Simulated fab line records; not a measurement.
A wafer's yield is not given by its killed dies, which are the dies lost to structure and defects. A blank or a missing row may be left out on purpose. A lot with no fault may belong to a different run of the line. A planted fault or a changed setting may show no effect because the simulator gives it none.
Chamber matching -- flow n5_finfet -- N5_FIN_SAQP_HM_DEP_03 on pecvd-01: 3 sister chambers
The step deposits SiNx from SiH4/NH3/N2, target thk 38 nm, time 33.6 s. 16 wafers are shown with their chamber, then 8 later ones without.

## EACH WAFER AND ITS CHAMBER
wafer,chamber,showerhead_plenum_p_Torr (Torr),heater_power_w (W)
L074.3,1,5.08,828
L074.5,2,5.19,742
L074.6,0,5.07,857
L078.1,0,5.07,753
L078.3,2,5.18,702
L078.6,1,5.08,788
L085.2,0,5.06,829
L085.4,2,5.19,708
L085.5,1,5.09,808
L087.3,0,5.07,771
L087.4,0,5.06,767
L087.5,2,5.20,764
L090.2,2,5.20,767
L090.5,1,5.08,791
L090.6,2,5.18,772
L091.1,2,5.20,844

SIGNATURES, as means of the wafers listed above
reading,chamber 0,chamber 1,chamber 2,scatter within a chamber
showerhead_plenum_p_Torr,5.0660,5.0825,5.1914,0.00724
heater_power_w,795.40,803.75,757.00,41.8
Rule: a wafer's distance from a chamber is the root of the sum, over the readings, of the square of ((its reading less the chamber's mean) divided by the reading's scatter). The wafer belongs to the nearest chamber; if the next one is less than 2 further off, it can't be placed. How the scatter is found: for the shown wafers, subtract from each reading the mean of its chamber, square and add these, divide the total by (wafers less chambers), then take the root.

## WAFERS WITHOUT THEIR CHAMBER
wafer,showerhead_plenum_p_Torr (Torr),heater_power_w (W)
L091.2,5.08,755
L091.6,5.21,874
L092.1,5.07,782
L092.3,5.07,789
L092.4,5.08,793
L095.2,5.08,787
L095.3,5.17,840
L095.5,5.09,785

## THE CHAMBER EACH PASSED THROUGH
wafer,from the rows above,in truth
L091.2,can't be placed: 1 or 0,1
L091.6,2,2
L092.1,can't be placed: 0 or 1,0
L092.3,can't be placed: 0 or 1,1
L092.4,can't be placed: 1 or 0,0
L095.2,can't be placed: 1 or 0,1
L095.3,2,2
L095.5,1,1
Correctly placed: 3 of 8. Can't be placed from these rows: 5 (the true chamber is among the candidates in 5). 0 placed wrongly.
